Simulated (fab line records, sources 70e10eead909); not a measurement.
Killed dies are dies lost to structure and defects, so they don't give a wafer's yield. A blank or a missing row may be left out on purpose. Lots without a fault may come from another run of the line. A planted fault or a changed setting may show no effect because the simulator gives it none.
Chamber matching | flow nand_harc | NHARC_A_STAIRCASE_TRIM_220 on rie_diel-13: 4 sister chambers
The step chemistry O2, time 211.2 s. 27 wafers are shown with their chamber, then 12 later ones without.

WAFERS WITH THEIR CHAMBER
wafer  | chamber | showerhead_plenum_p_Torr (Torr) | drypump_motor_current_A (A) | rf_vpp_V (V)
L077.2 | 0       | 3.36                            | 6.5                         | 54.8
L077.3 | 1       | 3.67                            | 6.4                         | 59.1
L077.6 | 3       | 3.35                            | 6.1                         | 58.0
L080.1 | 0       | 3.36                            | 6.5                         | 56.6
L080.2 | 3       | 3.34                            | 6.1                         | 56.8
L080.6 | 1       | 3.66                            | 6.4                         | 58.0
L080.3 | 2       | 3.80                            | 6.3                         | 57.9
L080.4 | 1       | 3.66                            | 6.4                         | 57.1
L080.5 | 0       | 3.36                            | 6.5                         | 56.9
L079.1 | 2       | 3.80                            | 6.2                         | 57.6
L079.4 | 3       | 3.34                            | 6.1                         | 57.4
L079.6 | 3       | 3.34                            | 6.1                         | 57.1
L079.2 | 0       | 3.36                            | 6.4                         | 58.6
L079.3 | 1       | 3.66                            | 6.4                         | 57.9
L079.5 | 0       | 3.36                            | 6.4                         | 56.3
L081.2 | 1       | 3.66                            | 6.4                         | 56.5
L081.3 | 0       | 3.36                            | 6.4                         | 56.4
L081.6 | 1       | 3.66                            | 6.4                         | 58.3
L081.1 | 3       | 3.34                            | 6.1                         | 58.0
L081.4 | 2       | 3.79                            | 6.3                         | 59.1
L081.5 | 2       | 3.79                            | 6.3                         | 59.1
L084.3 | 2       | 3.79                            | 6.3                         | 58.2
L084.4 | 1       | 3.66                            | 6.4                         | 58.8
L084.6 | 3       | 3.34                            | 6.0                         | 56.7
L091.2 | 1       | 3.65                            | 6.4                         | 57.9
L091.4 | 3       | 3.33                            | 6.1                         | 58.7
L091.5 | 2       | 3.78                            | 6.3                         | 58.6

SIGNATURES (means of the wafers above)
reading                  | chamber 0 | chamber 1 | chamber 2 | chamber 3 | scatter within a chamber
showerhead_plenum_p_Torr | 3.3600    | 3.6600    | 3.7917    | 3.3400    | 0.00545
drypump_motor_current_A  | 6.450     | 6.400     | 6.283     | 6.086     | 0.0372
rf_vpp_V                 | 56.600    | 57.950    | 58.417    | 57.529    | 0.876
Rule: a wafer's distance from a chamber is the root of the sum, over the readings, of the square of ((its reading less the chamber's mean) divided by the reading's scatter). The wafer belongs to the nearest chamber; if the next one is less than 2 further off, it can't be placed. The scatter: the root of (the sum of the squares of (reading less its chamber's mean) over the shown wafers, divided by (wafers less chambers)).

WAFERS WITHOUT THEIR CHAMBER
wafer  | showerhead_plenum_p_Torr (Torr) | drypump_motor_current_A (A) | rf_vpp_V (V)
L090.1 | 3.64                            | 6.4                         | 59.4
L090.2 | 3.78                            | 6.3                         | 57.6
L090.3 | 3.34                            | 6.5                         | 57.5
L092.2 | 3.77                            | 6.2                         | 58.8
L092.4 | 3.32                            | 6.1                         | 57.2
L092.5 | 3.77                            | 6.3                         | 57.5
L094.1 | 3.64                            | 6.5                         | 58.0
L094.2 | 3.34                            | 6.5                         | 55.4
L094.4 | 3.77                            | 6.2                         | 58.0
L094.3 | 3.32                            | 6.1                         | 58.3
L094.5 | 3.32                            | 6.0                         | 58.2
L094.6 | 3.77                            | 6.2                         | 58.9

WHICH CHAMBER EACH WENT THROUGH
wafer  | from the rows above | in truth
L090.1 | 1                   | 1
L090.2 | 2                   | 2
L090.3 | 0                   | 0
L092.2 | 2                   | 2
L092.4 | 3                   | 3
L092.5 | 2                   | 2
L094.1 | 1                   | 1
L094.2 | 0                   | 0
L094.4 | 2                   | 2
L094.3 | 3                   | 3
L094.5 | 3                   | 3
L094.6 | 2                   | 2
Placed correctly: 12 of 12. Can't be placed from these rows: 0. Placed wrongly: 0.
